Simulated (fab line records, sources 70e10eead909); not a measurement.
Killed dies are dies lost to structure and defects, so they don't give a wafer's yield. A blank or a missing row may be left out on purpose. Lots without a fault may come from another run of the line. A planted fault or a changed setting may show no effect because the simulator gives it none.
fab line records | flow nand_harc
record lots=23 wafers=69 last_day=33
route steps=1302 shown A_CONTACT@1003
lots that met no fault: from a run of the same line without faults
start_h: hours from the record's first day to the start of the lot's first wafer shown | wait_h: hours since the lot's step before | " the same as in the row above | L1.1+2: a row that stands for several wafers | - no value, or no start given | * or withheld: withheld | < > ~ a bound
route shown NAME@n: a module of which the file shows steps, and the number in the route of the first | usual: mean/standard deviation of fault-free wafers | same: alike in all rows | chamber/n: place in a boat | sites: the reading at each site | _std_site: their standard deviation | _edge_site: outer sites' mean less inner sites' | radius_mm: how far each site lies from the wafer's centre | mask NAME#n: copy n | behind: the tool/chamber that last shaped the wafer | hold: why the lot was held/for how many hours/how that ended | device: the transistor (n, p or np) that didn't switch | end of line: the same wafers' tests at the end of the route | a step without rows: its recipe alone | killed: dies lost to structure and defects at the first sort, not the wafer's yield | map: a wafer's dies, x killed, . not, _ none there
set.NAME: the setting as run; set.NAME@STEP: as run at that earlier step | model.NAME: the simulator's own value behind a step, which no gauge read
steps of the route over a sample of lots; a table a step, a row a wafer
services: from which hour (start_h, from the record's first day; less than 0 if before it) a tool's chamber was out of use, for how many hours, and why
## steps
# step NHARC_A_CONTACT_ETCH_50
# recipe target_depth_a=1210 time_s=60.5 cf4_flow_sccm=100 chf3_flow_sccm=30 ar_flow_sccm=0 rf_w=500 bias_w=200 chemistry=CF4/CHF3
# usual drypump_motor_current_A=5.8/0.6 mfc_ar_sccm=0.013/0.012 oes_product_au=0.951/0.024 rf_vpp_V=370.8/1.9 showerhead_plenum_p_Torr=1.58/0.049 throttle_valve_pct=16.804/0.0093
# columns lot.wafer tool chamber start_h wait_h drypump_motor_current_A mfc_ar_sccm oes_product_au rf_hours_counter_h rf_vpp_V showerhead_plenum_p_Torr throttle_valve_pct
L075.2 rie_diel-07 2 - - 6.6 0 0.949 3 373.7 1.64 16.795
L075.4 " 0 " " 5.7 0.001 0.993 2 366.6 1.53 16.813
L075.6 " 1 " " 4.9 0.001 0.965 - 370.4 1.54 16.817
L076.4 rie_diel-07 2 - - 6.6 0 0.940 5 373.0 1.64 16.804
L076.5 " 0 " " 5.7 0.001 0.978 - 367.4 1.53 16.798
L076.6 " 1 " " 4.9 0.001 0.970 - 369.3 1.53 16.788
L074.1 rie_diel-04 3 - - 5.6 0.027 0.928 48 372.1 1.63 16.807
L074.3 " 1 " " 5.8 0.012 0.922 56 372.6 1.62 16.815
L074.6 " 3 " " 5.6 0.027 0.935 - 372.4 1.63 16.799
L078.1 rie_diel-07 1 - - 4.9 0.001 0.964 9 368.6 1.53 16.803
L078.3 " 0 " " 5.7 0.001 0.984 8 369.6 1.53 16.803
L078.5 " 2 " " 6.6 0 0.965 - 373.4 1.63 16.819
L077.1 rie_diel-07 3 - - 5.4 0.025 0.950 8 370.3 1.57 16.796
L077.6 " 2 " " 6.6 0 0.931 - 373.9 1.63 16.800
L077.5 " 3 " " 5.4 0.025 0.956 - 370.9 1.57 16.811
L079.1 rie_diel-07 1 - - 4.9 0.001 0.950 13 369.7 1.53 16.812
L079.3 " 0 " " 5.7 0.001 0.947 12 368.4 1.53 16.808
L079.5 " 2 " " 6.6 0 0.977 - 372.4 1.63 16.801
L080.4 rie_diel-04 2 - - 5.0 0.028 0.975 1 370.4 1.58 16.807
L080.6 " 3 " " 5.6 0.027 0.947 - 372.2 1.62 16.794
L080.5 " 0 " " 5.9 0.027 1.014 - 371.1 1.60 16.799
L081.4 rie_diel-07 3 - - 5.4 0.025 0.992 15 370.7 1.57 16.800
L081.1 " 0 " " 5.7 0.001 0.958 15 368.1 1.53 16.801
L081.5 " 0 " " 5.7 0.001 0.954 - 369.8 1.52 16.817
L083.3 rie_diel-04 2 - - 5.0 0.028 0.957 15 370.1 1.57 16.801
L083.2 " 3 " " 5.6 0.027 0.953 13 374.4 1.62 16.804
L083.6 " 0 " " 5.9 0.027 0.977 - 371.0 1.60 16.800
L084.1 rie_diel-02 2 - - 6.0 0 0.961 4 373.1 1.65 16.813
L084.6 " 0 " " 6.6 0 0.983 - 372.9 1.67 16.812
L084.5 " 1 " " 6.6 0.013 0.960 - 367.1 1.47 16.799
L085.2 rie_diel-04 3 - - 5.6 0.027 0.961 21 372.6 1.62 16.806
L085.3 " 0 " " 5.9 0.027 1.009 21 371.3 1.60 16.811
L085.6 " 1 " " 5.8 0.012 0.999 - 370.8 1.61 16.796
L086.1 rie_diel-04 2 - - 5.0 0.028 0.939 28 371.7 1.57 16.798
L086.3 " 3 " " 5.6 0.027 0.930 27 371.1 1.62 16.798
L086.5 " 0 " " 5.9 0.027 0.938 - 370.4 1.59 16.813
L087.1 rie_diel-02 0 - - 6.6 0 0.944 11 373.4 1.67 16.808
L087.5 " 2 " " 6.0 0 0.931 - 372.6 1.64 16.814
L087.6 " 3 " " 6.7 0.026 0.946 - 369.8 1.55 16.815
L089.2 rie_diel-07 2 - - 6.6 0 0.916 25 372.6 1.63 16.812
L089.4 " 0 " " 5.7 0.001 0.916 20 370.8 1.52 16.808
L089.5 " 2 " " 6.6 0 0.920 - 373.5 1.63 16.804
L088.1 rie_diel-02 3 - - 6.7 0.026 0.942 14 369.2 1.55 16.794
L088.3 " 0 " " 6.7 0 0.969 14 373.9 1.67 16.794
L088.4 " 2 " " 6.0 0 0.937 15 373.8 1.64 16.806
L091.1 rie_diel-02 2 - - 6.0 0 0.921 24 372.8 1.64 16.800
L091.4 " 3 " " 6.7 0.026 0.926 23 369.1 1.55 16.796
L091.5 " 2 " " 6.0 0 0.906 - 372.6 1.64 16.794
L090.2 rie_diel-04 3 - - 5.6 0.027 0.918 45 370.6 1.61 16.798
L090.3 " 0 " " 5.9 0.027 0.942 52 372.3 1.59 16.797
L090.6 " 3 " " 5.6 0.027 0.916 - 372.1 1.61 16.804
L092.2 rie_diel-07 3 - - 5.4 0.025 0.977 1 370.9 1.57 16.788
L092.1 " 0 " " 5.7 0.001 0.953 0 369.0 1.52 16.821
L092.4 " 1 " " 4.9 0.001 0.988 0 369.3 1.53 16.790
L093.2 rie_diel-07 3 - - 5.4 0.025 0.971 3 369.4 1.57 16.800
L093.4 " 0 " " 5.7 0.001 0.961 2 369.2 1.52 16.804
L093.6 " 2 " " 6.6 0 0.945 - 372.4 1.63 16.819
L094.2 rie_diel-04 1 - - 5.8 0.012 0.934 59 371.7 1.60 16.815
L094.3 " 2 " " 5.0 0.028 0.929 52 370.2 1.56 16.800
L094.5 " 1 " " 5.8 0.012 0.951 - 372.7 1.60 16.797
L096.2 rie_diel-04 2 - - 5.0 0.028 0.931 57 370.6 1.56 16.798
L096.3 " 1 " " 5.8 0.012 0.944 64 370.6 1.60 16.814
L096.5 " 3 " " 5.6 0.027 0.923 - 371.9 1.61 16.814
L095.4 rie_diel-07 1 - - 4.9 0.001 0.932 7 369.9 1.53 16.796
L095.3 " 0 " " 5.7 0.001 0.926 7 370.3 1.52 16.795
L095.5 " 1 " " 4.9 0.001 0.922 - 368.2 1.53 16.806
L097.2 rie_diel-07 1 - - 4.9 0.001 0.944 11 368.1 1.53 16.806
L097.3 " 2 " " 6.6 0 0.952 10 372.4 1.63 16.806
L097.5 " 3 " " 5.4 0.025 0.987 - 370.6 1.56 16.798
# step NHARC_A_CONTACT_ETCH_114
# recipe source_w=withheld pressure_mtorr=20 bias_v=3000 time_s=190 target_depth_a=18500 ar_flow_sccm=withheld c4f8_flow_sccm=withheld o2_flow_sccm=withheld chemistry=C4F8/O2/Ar
# columns lot.wafer tool chamber start_h wait_h rf_hours_counter_h
L075.2 har_cap_etch-01 0 493.99 0.1 131
L075.4 " 1 " " -
L075.6 " 0 " " -
L076.4 har_cap_etch-03 0 504.53 0.1 -
L076.5 " 1 " " -
L076.6 " 0 " " -
L074.1 har_cap_etch-03 1 507.27 0.1 42
L074.3 " 1 " " -
L074.6 " 0 " " -
L078.1 har_cap_etch-03 1 523.50 0.1 46
L078.3 " 0 " " -
L078.5 " 0 " " -
L077.1 har_cap_etch-02 0 524.37 0.1 87
L077.5 " 1 " " -
L077.6 " 0 " " -
L079.1 har_cap_etch-01 0 545.72 0.1 6
L079.3 " 0 " " -
L079.5 " 1 " " -
L080.4 har_cap_etch-02 0 545.76 0.1 -
L080.5 " 1 " " -
L080.6 " 0 " " -
L081.1 har_cap_etch-03 1 575.97 0.1 54
L081.4 " 0 " " -
L081.5 " 1 " " -
L083.2 har_cap_etch-01 1 576.11 0.2 10
L083.3 " 1 " " -
L083.6 " 1 " " -
L085.2 har_cap_etch-03 1 602.84 0.1 60
L085.3 " 0 " " -
L085.6 " 1 " " -
L084.1 har_cap_etch-01 1 602.84 0.1 14
L084.6 " 0 " " -
L084.5 " 1 " " -
L086.1 har_cap_etch-03 1 614.12 0.2 62
L086.3 " 0 " " -
L086.5 " 0 " " -
L087.1 har_cap_etch-02 1 619.76 0.1 104
L087.5 " 1 " " -
L087.6 " 0 " " -
L089.2 har_cap_etch-01 1 630.20 0.1 19
L089.4 " 0 " " -
L089.5 " 0 " " -
L088.1 har_cap_etch-01 1 638.01 0.1 22
L088.4 " 0 " " -
L088.3 " 1 " " -
L091.1 har_cap_etch-01 0 663.54 0.1 26
L091.4 " 1 " " -
L091.5 " 0 " " -
L090.2 har_cap_etch-02 1 668.76 0.1 112
L090.3 " 1 " " -
L090.6 " 0 " " -
L092.1 har_cap_etch-03 0 669.66 0.1 70
L092.2 " 1 " " 70
L092.4 " 0 " " -
L093.2 har_cap_etch-03 1 682.18 0.1 73
L093.4 " 0 " " -
L093.6 " 0 " " -
L094.2 har_cap_etch-03 1 694.13 0.1 76
L094.3 " 0 " " -
L094.5 " 1 " " -
L096.2 har_cap_etch-03 0 709.49 0.2 79
L096.3 " 1 " " -
L096.5 " 0 " " -
L095.3 har_cap_etch-01 0 712.61 0.1 -
L095.4 " 1 " " -
L095.5 " 1 " " -
L097.2 har_cap_etch-02 0 727.07 0.2 122
L097.3 " 0 " " -
L097.5 " 1 " " -
# step NHARC_A_CONTACT_ETCH_116
# recipe source_w=withheld pressure_mtorr=20 bias_v=3000 time_s=190 target_depth_a=18500 ar_flow_sccm=withheld c4f8_flow_sccm=withheld o2_flow_sccm=withheld chemistry=C4F8/O2/Ar
# columns lot.wafer tool chamber start_h wait_h rf_hours_counter_h
L075.2 har_cap_etch-01 0 494.33 0.1 131
L075.4 " 1 " " -
L075.6 " 0 " " -
L076.4 har_cap_etch-03 0 504.87 0.1 -
L076.5 " 1 " " -
L076.6 " 0 " " -
L074.1 har_cap_etch-03 1 507.61 0.1 42
L074.3 " 1 " " -
L074.6 " 0 " " -
L078.1 har_cap_etch-03 1 523.84 0.1 46
L078.3 " 0 " " -
L078.5 " 0 " " -
L077.1 har_cap_etch-02 0 524.72 0.1 88
L077.5 " 1 " " -
L077.6 " 0 " " -
L079.1 har_cap_etch-01 0 546.07 0.1 7
L079.3 " 0 " " -
L079.5 " 1 " " -
L080.4 har_cap_etch-02 0 546.10 0.1 -
L080.5 " 1 " " -
L080.6 " 0 " " -
L081.1 har_cap_etch-03 1 576.31 0.1 54
L081.4 " 0 " " -
L081.5 " 1 " " -
L083.2 har_cap_etch-01 1 576.56 0.2 10
L083.3 " 1 " " -
L083.6 " 1 " " -
L084.1 har_cap_etch-01 1 603.18 0.1 14
L084.6 " 0 " " -
L084.5 " 1 " " -
L085.2 har_cap_etch-03 1 603.19 0.1 60
L085.3 " 0 " " -
L085.6 " 1 " " -
L086.1 har_cap_etch-03 1 614.59 0.2 62
L086.3 " 0 " " -
L086.5 " 0 " " -
L087.1 har_cap_etch-02 1 620.10 0.1 104
L087.5 " 1 " " -
L087.6 " 0 " " -
L089.2 har_cap_etch-01 1 630.54 0.1 20
L089.4 " 0 " " -
L089.5 " 0 " " -
L088.1 har_cap_etch-01 1 638.35 0.1 22
L088.4 " 0 " " -
L088.3 " 1 " " -
L091.1 har_cap_etch-01 0 663.88 0.1 26
L091.4 " 1 " " -
L091.5 " 0 " " -
L090.2 har_cap_etch-02 1 669.10 0.1 112
L090.3 " 1 " " -
L090.6 " 0 " " -
L092.1 har_cap_etch-03 0 669.99 0.1 71
L092.2 " 1 " " 71
L092.4 " 0 " " -
L093.2 har_cap_etch-03 1 682.52 0.1 73
L093.4 " 0 " " -
L093.6 " 0 " " -
L094.2 har_cap_etch-03 1 694.47 0.1 77
L094.3 " 0 " " -
L094.5 " 1 " " -
L096.2 har_cap_etch-03 0 709.94 0.2 79
L096.3 " 1 " " -
L096.5 " 0 " " -
L095.3 har_cap_etch-01 0 712.95 0.1 -
L095.4 " 1 " " -
L095.5 " 1 " " -
L097.2 har_cap_etch-02 0 727.53 0.2 123
L097.3 " 0 " " -
L097.5 " 1 " " -
# step NHARC_A_CONTACT_ETCH_120
# recipe source_w=withheld pressure_mtorr=20 bias_v=3000 time_s=190 target_depth_a=18500 ar_flow_sccm=withheld c4f8_flow_sccm=withheld o2_flow_sccm=withheld chemistry=C4F8/O2/Ar
# columns lot.wafer tool chamber start_h wait_h rf_hours_counter_h
L075.2 har_cap_etch-01 0 495.02 0.1 132
L075.4 " 1 " " -
L075.6 " 0 " " -
L076.4 har_cap_etch-03 0 505.56 0.1 -
L076.5 " 1 " " -
L076.6 " 0 " " -
L074.1 har_cap_etch-03 1 508.30 0.1 43
L074.3 " 1 " " -
L074.6 " 0 " " -
L078.1 har_cap_etch-03 1 524.52 0.1 47
L078.3 " 0 " " -
L078.5 " 0 " " -
L077.1 har_cap_etch-02 0 525.41 0.1 88
L077.5 " 1 " " -
L077.6 " 0 " " -
L079.1 har_cap_etch-01 0 546.75 0.1 7
L079.3 " 0 " " -
L079.5 " 1 " " -
L080.4 har_cap_etch-02 0 546.78 0.1 -
L080.5 " 1 " " -
L080.6 " 0 " " -
L081.1 har_cap_etch-03 1 576.99 0.1 55
L081.4 " 0 " " -
L081.5 " 1 " " -
L083.2 har_cap_etch-01 1 577.47 0.2 11
L083.3 " 1 " " -
L083.6 " 1 " " -
L085.2 har_cap_etch-03 1 603.87 0.1 61
L085.3 " 0 " " -
L085.6 " 1 " " -
L084.1 har_cap_etch-01 1 603.87 0.1 15
L084.6 " 0 " " -
L084.5 " 1 " " -
L086.1 har_cap_etch-03 1 615.44 0.1 63
L086.3 " 0 " " -
L086.5 " 0 " " -
L087.1 har_cap_etch-02 1 620.79 0.1 105
L087.5 " 1 " " -
L087.6 " 0 " " -
L089.2 har_cap_etch-01 1 631.23 0.1 20
L089.4 " 0 " " -
L089.5 " 0 " " -
L088.1 har_cap_etch-01 1 639.04 0.1 23
L088.4 " 0 " " -
L088.3 " 1 " " -
L091.1 har_cap_etch-01 0 664.57 0.1 27
L091.4 " 1 " " -
L091.5 " 0 " " -
L090.2 har_cap_etch-02 1 669.79 0.1 113
L090.3 " 1 " " -
L090.6 " 0 " " -
L092.1 har_cap_etch-03 0 670.68 0.1 71
L092.2 " 1 " " 71
L092.4 " 0 " " -
L093.2 har_cap_etch-03 1 683.21 0.1 74
L093.4 " 0 " " -
L093.6 " 0 " " -
L094.2 har_cap_etch-03 1 695.16 0.1 77
L094.3 " 0 " " -
L094.5 " 1 " " -
L096.2 har_cap_etch-03 0 710.78 0.1 80
L096.3 " 1 " " -
L096.5 " 0 " " -
L095.3 har_cap_etch-01 0 713.63 0.1 -
L095.4 " 1 " " -
L095.5 " 1 " " -
L097.2 har_cap_etch-02 0 728.33 0.1 123
L097.3 " 0 " " -
L097.5 " 1 " " -
# step NHARC_A_CONTACT_ETCH_96
# recipe target_depth_a=200 over_etch_frac=0.5 time_s=10 ion_energy_ev=250 c4f6_flow_sccm=25 o2_flow_sccm=20 ar_flow_sccm=500 rf_w=600 bias_w=500 chemistry=C4F6/O2
# usual drypump_motor_current_A=5.8/0.58 mfc_ar_sccm=500.2/1.4 o2_flow_sccm=20.00/0.052 oes_product_au=0.973/0.029 rf_vpp_V=546.9/2.3 showerhead_plenum_p_Torr=3.93/0.11 throttle_valve_pct=26.903/0.0093
# columns lot.wafer tool chamber start_h wait_h drypump_motor_current_A mfc_ar_sccm o2_flow_sccm oes_product_au rf_hours_counter_h rf_vpp_V showerhead_plenum_p_Torr throttle_valve_pct
L075.4 rie_diel-07 1 - - 4.9 500.4 19.92 0.961 4 544.8 3.83 26.907
L075.2 " 0 " " 5.8 498.4 20.05 0.967 3 545.0 3.81 26.906
L075.6 " 1 " " 4.9 498.7 19.94 0.944 - 545.9 3.83 26.909
L076.4 rie_diel-04 3 - - 5.6 501.1 20.01 0.968 49 549.1 4.05 26.922
L076.5 " 1 " " 5.9 500.4 19.92 0.973 - 548.9 4.02 26.913
L076.6 " 2 " " 5.0 501.2 19.82 0.964 - 546.9 3.94 26.901
L074.1 rie_diel-04 2 - - 5.0 502.2 19.96 0.959 38 546.8 3.94 26.911
L074.3 " 0 " " 5.9 501.0 20.03 0.969 55 549.4 4.00 26.897
L074.6 " 1 " " 5.8 499.8 20.02 0.940 - 548.5 4.02 26.906
L078.1 rie_diel-02 1 - - 6.6 498.5 19.94 0.930 37 542.7 3.69 26.905
L078.3 " 0 " " 6.6 501.7 20.03 0.947 36 551.7 4.17 26.913
L078.5 " 1 " " 6.6 502.4 19.93 0.939 - 540.8 3.69 26.922
L077.1 rie_diel-04 2 - - 5.0 499.3 19.97 0.977 43 545.5 3.93 26.916
L077.5 " 0 " " 5.9 499.4 19.94 0.974 - 547.6 3.99 26.907
L077.6 " 1 " " 5.9 500.9 20.06 0.958 - 549.3 4.02 26.902
L080.4 rie_diel-07 1 - - 5.0 498.3 19.88 0.986 14 544.4 3.82 26.908
L080.6 " 3 " " 5.4 498.5 19.99 1.009 - 546.3 3.91 26.909
L080.5 " 0 " " 5.7 498.2 20.03 0.990 - 544.1 3.81 26.913
L079.1 rie_diel-04 3 - - 5.6 500.9 20.04 0.978 3 548.7 4.04 26.916
L079.3 " 1 " " 5.9 500.1 20.02 1.015 4 547.7 4.01 26.900
L079.5 " 0 " " 5.9 499.9 20.02 1.037 - 548.0 3.99 26.884
L081.1 rie_diel-04 0 - - 5.9 502.4 19.96 1.027 14 548.8 3.98 26.892
L081.4 " 1 " " 5.9 497.7 20.03 1.030 17 547.9 4.01 26.905
L081.5 " 3 " " 5.6 499.9 20.01 1.000 - 547.5 4.03 26.901
L083.2 rie_diel-07 3 - - 5.4 498.5 19.96 0.954 16 545.0 3.91 26.913
L083.3 " 1 " " 4.9 502.1 20.00 0.923 18 544.1 3.82 26.909
L083.6 " 3 " " 5.4 500.8 19.98 0.947 - 548.3 3.91 26.898
L084.1 rie_diel-07 3 - - 5.4 499.9 19.93 0.981 19 546.7 3.91 26.896
L084.5 " 1 " " 4.9 497.7 19.99 0.978 - 545.4 3.82 26.908
L084.6 " 2 " " 6.7 499.9 19.99 0.969 - 548.5 4.06 26.897
L085.2 rie_diel-02 0 - - 6.6 497.3 20.00 1.003 7 550.9 4.15 26.905
L085.3 " 2 " " 6.0 497.9 20.03 0.997 6 550.3 4.10 26.905
L085.6 " 3 " " 6.7 499.6 20.05 0.999 - 545.6 3.88 26.893
L086.1 rie_diel-07 3 - - 5.4 499.3 20.02 0.996 20 547.1 3.91 26.908
L086.3 " 1 " " 5.0 499.4 19.97 0.981 22 545.3 3.82 26.898
L086.5 " 2 " " 6.6 499.6 20.01 0.990 - 548.6 4.06 26.909
L087.1 rie_diel-04 2 - - 5.0 501.8 19.94 1.002 31 545.4 3.91 26.906
L087.6 " 0 " " 5.9 499.7 20.06 1.018 - 548.0 3.97 26.902
L087.5 " 1 " " 5.9 500.9 20.01 1.014 - 547.3 4.00 26.896
L089.4 rie_diel-07 0 - - 5.7 503.6 19.96 0.941 20 543.7 3.80 26.906
L089.2 " 2 " " 6.6 499.7 20.15 0.927 26 549.7 4.06 26.892
L089.5 " 3 " " 5.4 500.1 20.04 0.947 - 545.4 3.91 26.903
L088.4 rie_diel-04 2 - - 5.0 499.4 20.03 0.927 37 546.7 3.91 26.918
L088.3 " 3 " " 5.6 501.6 20.04 0.932 37 548.4 4.02 26.916
L088.1 " 0 " " 5.9 499.7 19.91 0.958 41 547.8 3.97 26.915
L091.1 rie_diel-07 1 - - 5.0 498.6 20.03 0.987 0 545.2 3.82 26.899
L091.4 " 3 " " 5.4 500.3 19.98 1.006 0 546.2 3.91 26.899
L091.5 " 1 " " 5.0 500.1 20.04 0.978 - 544.0 3.82 26.911
L090.3 rie_diel-07 1 - - 4.9 500.4 20.06 0.990 1 545.0 3.82 26.915
L090.2 " 2 " " 6.6 499.5 19.93 0.982 2 550.1 4.06 26.898
L090.6 " 2 " " 6.6 502.0 20.08 0.984 - 550.8 4.06 26.904
L092.2 rie_diel-07 1 - - 5.0 501.0 20.07 0.940 1 544.8 3.82 26.916
L092.4 " 2 " " 6.6 502.7 19.99 0.923 2 551.6 4.06 26.891
L092.1 " 0 " " 5.7 499.0 19.93 0.928 1 545.3 3.80 26.904
L093.2 rie_diel-07 3 - - 5.4 501.6 20.04 0.936 3 545.2 3.90 26.900
L093.4 " 2 " " 6.7 498.5 19.99 0.933 4 550.4 4.05 26.891
L093.6 " 0 " " 5.7 500.7 20.03 0.917 - 545.1 3.80 26.898
L094.2 rie_diel-07 2 - - 6.7 502.3 20.04 0.989 5 550.0 4.05 26.919
L094.3 " 1 " " 4.9 499.8 20.02 0.994 6 544.9 3.81 26.905
L094.5 " 2 " " 6.7 502.4 20.00 0.984 - 550.7 4.05 26.888
L096.3 rie_diel-07 0 - - 5.7 500.9 19.99 0.970 8 544.0 3.80 26.911
L096.2 " 2 " " 6.6 500.6 19.99 0.988 8 548.5 4.05 26.893
L096.5 " 0 " " 5.7 501.0 20.03 0.982 - 543.2 3.80 26.896
L095.4 rie_diel-07 1 - - 4.9 498.3 19.98 0.950 9 544.5 3.81 26.910
L095.3 " 2 " " 6.6 499.0 19.99 0.928 8 549.8 4.05 26.911
L095.5 " 1 " " 5.0 499.9 20.03 0.945 - 544.6 3.81 26.904
L097.2 rie_diel-02 3 - - 6.7 500.2 20.06 0.964 48 544.8 3.85 26.900
L097.3 " 0 " " 6.7 500.4 19.96 0.960 49 550.5 4.13 26.905
L097.5 " 2 " " 6.0 499.4 20.02 0.971 - 549.2 4.07 26.912
# step NHARC_A_CONTACT_ETCH_102
# recipe target_depth_a=1000 overetch_a=100 time_s=55 ion_energy_ev=100 cf4_flow_sccm=80 o2_flow_sccm=20 ar_flow_sccm=0 rf_w=300 bias_w=100 chemistry=CF4/O2
# usual drypump_motor_current_A=5.9/0.64 mfc_ar_sccm=0.011/0.012 o2_flow_sccm=20.00/0.062 oes_product_au=0.999/0.014 rf_vpp_V=197.9/1.3 showerhead_plenum_p_Torr=1.34/0.046 throttle_valve_pct=13.397/0.0088
# columns lot.wafer tool chamber start_h wait_h drypump_motor_current_A mfc_ar_sccm o2_flow_sccm oes_product_au rf_hours_counter_h rf_vpp_V showerhead_plenum_p_Torr throttle_valve_pct
L075.4 rie_diel-07 1 497.02 0.1 4.9 0.001 20.01 0.982 4 197.2 1.30 13.377
L075.2 " 0 " " 5.7 0.001 19.95 1.007 3 195.6 1.30 13.385
L075.6 " 2 " " 6.6 0 19.96 0.984 - 199.2 1.39 13.399
L076.4 rie_diel-07 2 507.48 0.1 6.7 0 20.05 0.992 6 197.3 1.39 13.395
L076.6 " 0 " " 5.7 0.001 19.94 1.006 - 195.8 1.29 13.386
L076.5 " 1 " " 5.0 0.001 19.94 0.997 - 197.9 1.30 13.396
L074.3 rie_diel-04 2 510.30 0.1 5.0 0.028 20.10 1.012 38 197.8 1.34 13.391
L074.1 " 1 " " 5.8 0.012 20.02 0.998 58 199.0 1.37 13.389
L074.6 " 3 " " 5.6 0.027 19.97 1.020 - 198.1 1.38 13.402
L078.1 rie_diel-04 1 526.54 0.1 5.8 0.012 20.02 0.998 64 197.3 1.37 13.407
L078.3 " 2 " " 5.0 0.028 20.08 1.012 43 198.8 1.34 13.405
L078.5 " 1 " " 5.8 0.012 20.04 0.996 - 198.8 1.37 13.394
L077.1 rie_diel-02 0 527.45 0.1 6.6 0 20.04 1.002 36 199.0 1.42 13.386
L077.6 " 0 " " 6.6 0 20.09 1.010 - 199.5 1.42 13.394
L077.5 " 1 " " 6.6 0.013 20.02 1.005 - 195.5 1.25 13.396
L080.4 rie_diel-07 0 548.75 0.1 5.7 0.001 20.02 0.989 13 197.7 1.29 13.391
L080.6 " 1 " " 4.9 0.001 20.06 0.985 - 197.0 1.30 13.394
L080.5 " 2 " " 6.6 0 20.11 0.982 - 199.1 1.39 13.390
L079.1 rie_diel-07 3 548.78 0.1 5.4 0.025 19.99 1.004 13 197.9 1.33 13.397
L079.3 " 0 " " 5.7 0.001 19.98 0.996 13 196.6 1.29 13.394
L079.5 " 1 " " 4.9 0.001 20.09 0.991 - 197.2 1.30 13.381
L081.1 rie_diel-04 1 579.13 0.1 5.9 0.012 19.91 1.038 17 198.3 1.37 13.385
L081.4 " 2 " " 5.0 0.028 20.04 1.019 18 197.0 1.33 13.395
L081.5 " 0 " " 5.9 0.027 20.04 1.040 - 198.3 1.36 13.404
L083.3 rie_diel-07 1 579.80 0.1 4.9 0.001 20.04 0.985 18 198.2 1.30 13.387
L083.2 " 2 " " 6.6 0 20.00 0.992 19 198.4 1.39 13.407
L083.6 " 0 " " 5.7 0.001 20.08 0.985 - 197.2 1.29 13.395
L084.1 rie_diel-07 3 605.86 0.1 5.4 0.025 19.98 1.015 19 198.4 1.33 13.393
L084.5 " 2 " " 6.6 0 19.98 0.996 - 200.7 1.39 13.386
L084.6 " 3 " " 5.4 0.025 19.89 1.008 - 196.1 1.33 13.405
L085.2 rie_diel-07 3 606.11 0.2 5.4 0.025 19.96 1.004 19 197.8 1.33 13.377
L085.3 " 2 " " 6.6 0 20.02 1.003 22 198.2 1.38 13.418
L085.6 " 3 " " 5.4 0.025 20.02 1.006 - 195.6 1.33 13.400
L086.3 rie_diel-07 1 617.46 0.1 4.9 0.001 19.94 0.982 22 196.9 1.30 13.392
L086.1 " 3 " " 5.4 0.025 19.96 1.003 20 197.8 1.33 13.396
L086.5 " 0 " " 5.7 0.001 19.96 0.980 - 197.5 1.29 13.403
L087.1 rie_diel-02 1 622.80 0.1 6.6 0.013 19.99 0.984 12 196.2 1.24 13.408
L087.5 " 3 " " 6.7 0.026 20.01 0.994 - 197.1 1.32 13.390
L087.6 " 0 " " 6.6 0 20.08 0.990 - 199.9 1.42 13.412
L089.2 rie_diel-07 3 633.23 0.1 5.4 0.025 20.02 0.996 22 198.9 1.33 13.379
L089.4 " 1 " " 4.9 0.001 20.11 0.981 25 196.5 1.30 13.399
L089.5 " 2 " " 6.6 0 20.02 1.003 - 198.9 1.38 13.400
L088.1 rie_diel-04 1 641.01 0.0 5.9 0.012 20.01 1.005 41 198.5 1.36 13.400
L088.3 " 3 " " 5.6 0.027 19.99 0.987 37 198.6 1.37 13.393
L088.4 " 0 " " 5.9 0.027 19.95 1.023 41 197.9 1.35 13.388
L091.4 rie_diel-07 2 666.54 0.1 6.6 0 19.95 0.984 0 200.5 1.38 13.412
L091.1 " 1 " " 5.0 0.001 19.95 1.002 0 198.0 1.30 13.396
L091.5 " 2 " " 6.6 0 19.95 0.987 - 198.9 1.38 13.392
L090.2 rie_diel-02 0 671.77 0.1 6.6 0 19.90 1.018 26 199.3 1.41 13.408
L090.3 " 1 " " 6.6 0.013 19.84 1.007 26 196.0 1.24 13.407
L090.6 " 3 " " 6.7 0.026 19.94 1.012 - 198.5 1.31 13.397
L092.1 rie_diel-04 3 672.69 0.1 5.6 0.027 19.91 0.993 45 198.7 1.37 13.402
L092.2 " 0 " " 5.9 0.027 19.96 1.020 52 197.7 1.35 13.391
L092.4 " 1 " " 5.8 0.012 19.87 1.032 53 197.6 1.36 13.390
L093.2 rie_diel-07 1 685.19 0.1 4.9 0.001 19.99 0.989 3 196.1 1.30 13.406
L093.4 " 3 " " 5.4 0.025 19.98 1.009 3 197.5 1.33 13.397
L093.6 " 1 " " 4.9 0.001 20.01 0.982 - 197.3 1.29 13.396
L094.3 rie_diel-07 1 697.16 0.1 4.9 0.001 20.03 0.984 6 198.2 1.29 13.396
L094.2 " 3 " " 5.4 0.025 19.96 1.010 5 196.7 1.33 13.410
L094.5 " 1 " " 4.9 0.001 20.10 0.997 - 197.8 1.29 13.409
L096.3 rie_diel-02 2 712.76 0.1 6.0 0 19.99 0.993 37 197.9 1.39 13.398
L096.2 " 0 " " 6.6 0 20.01 1.011 42 200.4 1.41 13.397
L096.5 " 2 " " 6.0 0 19.91 0.991 - 200.6 1.39 13.385
L095.4 rie_diel-02 3 715.58 0.1 6.7 0.026 19.88 1.007 41 197.8 1.31 13.385
L095.3 " 0 " " 6.6 0 19.93 1.008 42 198.5 1.41 13.391
L095.5 " 2 " " 6.0 0 19.98 0.994 - 198.7 1.39 13.411
L097.3 rie_diel-02 3 730.44 0.1 6.7 0.026 20.10 1.006 48 197.2 1.31 13.401
L097.2 " 0 " " 6.7 0 20.03 1.018 49 197.8 1.41 13.403
L097.5 " 3 " " 6.7 0.026 20.02 0.994 - 196.5 1.31 13.387
## services
# columns tool chamber start_h hours kind
rie_diel-07 - 471.20 9.0 pm
rie_diel-07 0 471.20 9.0 vent_cycle
rie_diel-07 1 471.20 9.0 vent_cycle
rie_diel-07 2 471.20 9.0 vent_cycle
rie_diel-07 3 471.20 9.0 vent_cycle
rie_diel-07 0 480.20 - clean
rie_diel-07 1 480.20 - clean
rie_diel-07 2 480.20 - clean
rie_diel-07 3 480.20 - clean
har_cap_etch-01 - 481.11 0.4 repair
har_cap_etch-01 - 497.42 17.0 pm
rie_diel-07 0 505.26 - clean
rie_diel-07 1 505.26 - clean
rie_diel-07 2 505.26 - clean
rie_diel-07 3 505.26 - clean
rie_diel-07 0 529.76 - clean
rie_diel-07 1 529.76 - clean
rie_diel-04 - 532.03 9.0 pm
rie_diel-02 - 573.48 9.0 pm
rie_diel-07 - 648.20 9.0 pm
har_cap_etch-03 - 675.17 0.9 repair
rie_diel-02 0 695.20 2.5 repair
rie_diel-02 2 695.88 4.6 repair
rie_diel-04 - 709.03 9.0 pm
## key
fault none
